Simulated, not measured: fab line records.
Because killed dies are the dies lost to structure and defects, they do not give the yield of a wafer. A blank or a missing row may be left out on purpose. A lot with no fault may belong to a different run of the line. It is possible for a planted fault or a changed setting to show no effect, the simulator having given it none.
Matching of chambers / flow nand_harc / 3 sister chambers for NHARC_P_M1_DESCUM_14 on rie_diel-08
The step chemistry O2, time 3 s. 14 wafers are shown with their chamber, then 5 later ones without.

## WAFERS WITH THEIR CHAMBER
wafer=L074.1; chamber=0; drypump_motor_current_A (A)=6.1; oes_product_au (a.u.)=0.985; rf_vpp_V (V)=59.6
wafer=L074.2; chamber=2; drypump_motor_current_A (A)=5.4; oes_product_au (a.u.)=1.002; rf_vpp_V (V)=55.6
wafer=L074.6; chamber=1; drypump_motor_current_A (A)=6.8; oes_product_au (a.u.)=0.995; rf_vpp_V (V)=55.9
wafer=L081.2; chamber=1; drypump_motor_current_A (A)=6.8; oes_product_au (a.u.)=0.992; rf_vpp_V (V)=60.2
wafer=L081.4; chamber=2; drypump_motor_current_A (A)=5.4; oes_product_au (a.u.)=1.007; rf_vpp_V (V)=58.3
wafer=L081.5; chamber=1; drypump_motor_current_A (A)=6.8; oes_product_au (a.u.)=1.004; rf_vpp_V (V)=58.5
wafer=L085.1; chamber=0; drypump_motor_current_A (A)=6.1; oes_product_au (a.u.)=0.989; rf_vpp_V (V)=58.6
wafer=L085.5; chamber=1; drypump_motor_current_A (A)=6.8; oes_product_au (a.u.)=0.996; rf_vpp_V (V)=57.7
wafer=L085.6; chamber=0; drypump_motor_current_A (A)=6.2; oes_product_au (a.u.)=0.988; rf_vpp_V (V)=59.2
wafer=L089.2; chamber=2; drypump_motor_current_A (A)=5.4; oes_product_au (a.u.)=1.014; rf_vpp_V (V)=57.9
wafer=L089.4; chamber=0; drypump_motor_current_A (A)=6.1; oes_product_au (a.u.)=0.982; rf_vpp_V (V)=58.6
wafer=L089.6; chamber=2; drypump_motor_current_A (A)=5.4; oes_product_au (a.u.)=1.024; rf_vpp_V (V)=57.0
wafer=L090.1; chamber=2; drypump_motor_current_A (A)=5.4; oes_product_au (a.u.)=1.015; rf_vpp_V (V)=57.1
wafer=L090.2; chamber=0; drypump_motor_current_A (A)=6.1; oes_product_au (a.u.)=0.992; rf_vpp_V (V)=59.1

SIGNATURES (averages over the wafers above)
reading=drypump_motor_current_A; chamber 0=6.120; chamber 1=6.800; chamber 2=5.400; scatter within a chamber=0.027
reading=oes_product_au; chamber 0=0.98720; chamber 1=0.99675; chamber 2=1.01240; scatter within a chamber=0.00617
reading=rf_vpp_V; chamber 0=59.020; chamber 1=58.075; chamber 2=57.180; scatter within a chamber=1.15
Rule: for a wafer and a chamber, the distance is found by dividing, reading by reading, the gap between the wafer's reading and the chamber's mean by the reading's scatter, squaring, summing and taking the root. If the next closest chamber is less than 2 further off than the closest, the wafer can't be placed; otherwise it belongs to the closest. The scatter is the square root of a quotient: the sum, over the shown wafers, of each reading's squared deviation from its chamber's mean, divided by wafers minus chambers.

## WAFERS WHOSE CHAMBER IS MISSING
wafer=L090.4; drypump_motor_current_A (A)=6.8; oes_product_au (a.u.)=0.989; rf_vpp_V (V)=56.8
wafer=L096.1; drypump_motor_current_A (A)=6.8; oes_product_au (a.u.)=0.975; rf_vpp_V (V)=57.2
wafer=L096.5; drypump_motor_current_A (A)=6.2; oes_product_au (a.u.)=0.985; rf_vpp_V (V)=59.4
wafer=L097.2; drypump_motor_current_A (A)=6.8; oes_product_au (a.u.)=0.981; rf_vpp_V (V)=57.7
wafer=L097.5; drypump_motor_current_A (A)=5.4; oes_product_au (a.u.)=1.013; rf_vpp_V (V)=56.7

## WHICH CHAMBER EACH ONE RAN IN
wafer=L090.4; from the rows above=1; in truth=1
wafer=L096.1; from the rows above=1; in truth=1
wafer=L096.5; from the rows above=0; in truth=0
wafer=L097.2; from the rows above=1; in truth=1
wafer=L097.5; from the rows above=2; in truth=2
Correctly placed: 5 of 5. Left unplaced by these rows: 0. Number placed wrongly: 0.
